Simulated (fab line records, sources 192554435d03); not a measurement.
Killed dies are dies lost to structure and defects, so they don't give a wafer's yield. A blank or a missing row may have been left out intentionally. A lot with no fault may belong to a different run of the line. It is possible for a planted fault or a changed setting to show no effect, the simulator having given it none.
A struck lot beside a sound one -- flow n5Finfet -- 36 steps out of a route of 1938
Sound: these wafers, L659.1, L659.4, L659.6. Wafers struck: L644.1, L644.3, L644.6. The cause comes at the end.
At each step with rows: each side's tool, then ch and its chambers, then its first start. Under that, the readings that differ: sound wafers -- struck wafers -- difference of the means -- sigmas: that difference in standard deviations of wafers without a fault.
alike: readings with means less than 2 such deviations apart, plus words and numbers identical on both sides. not compared: withheld readings, readings lacking a value on some wafer, bounds such as >300 that could conceal the same value, and numbers that have no deviation in the record and whose values overlap.
A row with sigmas, a row that says differs or no value, or rows on one side alone: a step with any of these is where the two part. Numbers that don't overlap but have no deviation are shown without sigmas and don't part them. Lack of a reading on every wafer of one side parts them only where that side has two or more wafers.

first, 7 steps without rows for these wafers: N5_BEOL_M4_CMP_52 (polishes, stops on SiOC, t overpolish 6.8 s, target thk 40 nm); N5_BEOL_M4_PRE_CLEAN_60 (time 15 s); N5_BEOL_M4_CO_CAP_55 (material Co, precursor CCTBA/H2, target thk 2 nm, time 102.1 s); N5_BEOL_M4_PRE_CLEAN_56 (time 15 s); N5_BEOL_M4_DEP_57 (deposits SiCN from 3MS/NH3, target thk 8 nm, time 14 s); N5_BEOL_M5_ILD_DEP_00 (deposits SiCOH lowk from DEMS/porogen, target thk 140.64 nm, time 25.9 s); N5_BEOL_M5_CURE_79 (cures SiCOH lowk, time 240 s).
N5_BEOL_M5_PECVD_70: deposits SiO2 from TEOS/O2, target thk 16 nm, time 18 s.
  sound on pecvd-03 ch 1,2, day 13 08:02; struck on pecvd-03 ch 0,1, day 9 14:09
  alike: heaterPowerOuterW, heaterPowerW, showerheadPlenumPTorr, throttleValvePct
then, 25 steps without rows for these wafers: N5_BEOL_M5_HM_DEP_02 (deposits TiN, target thk 20 nm); N5_BEOL_M5_COAT_59 (time 60 s, resist thk 60 nm); N5_BEOL_M5_COAT_60 (time 60 s, resist thk 12 nm); N5_BEOL_M5_COAT_71 (time 60 s, resist thk 5 nm); N5_BEOL_M5_COAT_05 (resist thk 30 nm); N5_BEOL_M5_EBR_07; N5_BEOL_M5_SOFTBAKE_06 (time 60 s); N5_BEOL_M5_EXPOSE_08 (exposes mask M5, target cd 28 nm); N5_BEOL_M5_PEB_09 (peb time 60 s); N5_BEOL_M5_DEVELOP_10 (develop time 30 s); N5_BEOL_M5_DESCUM_16 (chemistry O2, time 7 s); N5_BEOL_M5_ETCH_72 (etches underlayer in N2/H2, target depth 6.5 nm, time 5.2 s); N5_BEOL_M5_ETCH_61 (etches SiARC in CF4, target depth 15.6 nm, time 26 s); N5_BEOL_M5_ETCH_62 (etches SOC in N2/H2, target depth 75 nm, overetch 15 nm, time 112.5 s); N5_BEOL_M5_STRIP_63 (strips in N2/H2); N5_BEOL_M5_STRIP_73 (strips in N2/H2); N5_BEOL_M5_STRIP_64 (strips in CF4); N5_BEOL_M5_HM_OPEN_17 (chemistry Cl2/BCl3, target TiN, target depth 20 nm, overetch 6 nm); N5_BEOL_M5_STRIP_19 (strips in O2); N5_BEOL_M5_COAT_65 (time 60 s, resist thk 60 nm); N5_BEOL_M5_COAT_66 (time 60 s, resist thk 12 nm); N5_BEOL_M5_COAT_74 (time 60 s, resist thk 5 nm); N5_BEOL_M5_COAT_22 (resist thk 30 nm); N5_BEOL_M5_EBR_24; N5_BEOL_M5_SOFTBAKE_23 (time 60 s).
N5_BEOL_M5_HM_STRIP_39: strips TiN in peroxide tin strip, target depth 25 nm, time 158 s.
  sound on wetBench-01 ch 1,6,7, day 13 12:19; struck on wetBench-03 ch 0,1,4, day 9 17:05
reading,sound,struck,difference,sigmas
model.SiO2_of_BEOL_M5_PECVD_70.thkNm (nm),15.8 15.4 16,31.8 31.8 32,+16.1,
N5_BEOL_M5_CMP_52: polishes, stops on SiCOH lowk, t overpolish 6.9 s, target thk 62 nm.
  sound on cmp-02 ch 0,2,3, day 13 20:02; struck on cmp-04 ch 0,1,3, day 10 00:01
reading,sound,struck,difference,sigmas
barrierFieldEndpointS (s),23.9 23.8 23.9,41.2 41.1 41.1,+17.3,+31
overpolishRunS (s),6.887 6.911 6.900,0.033 0.035 0.029,-6.867,-99 or more
  alike: motorCurrentA, platenRpm, slurryFilterDpKPa, timeToEndpointS
after that, 1 step had no rows for these wafers: N5_PASSIVATION_PROBE_49.

== WHERE THEY PART ==
N5_BEOL_M5_CMP_52 only, going by this record.

WHY: what had been put in by the simulator
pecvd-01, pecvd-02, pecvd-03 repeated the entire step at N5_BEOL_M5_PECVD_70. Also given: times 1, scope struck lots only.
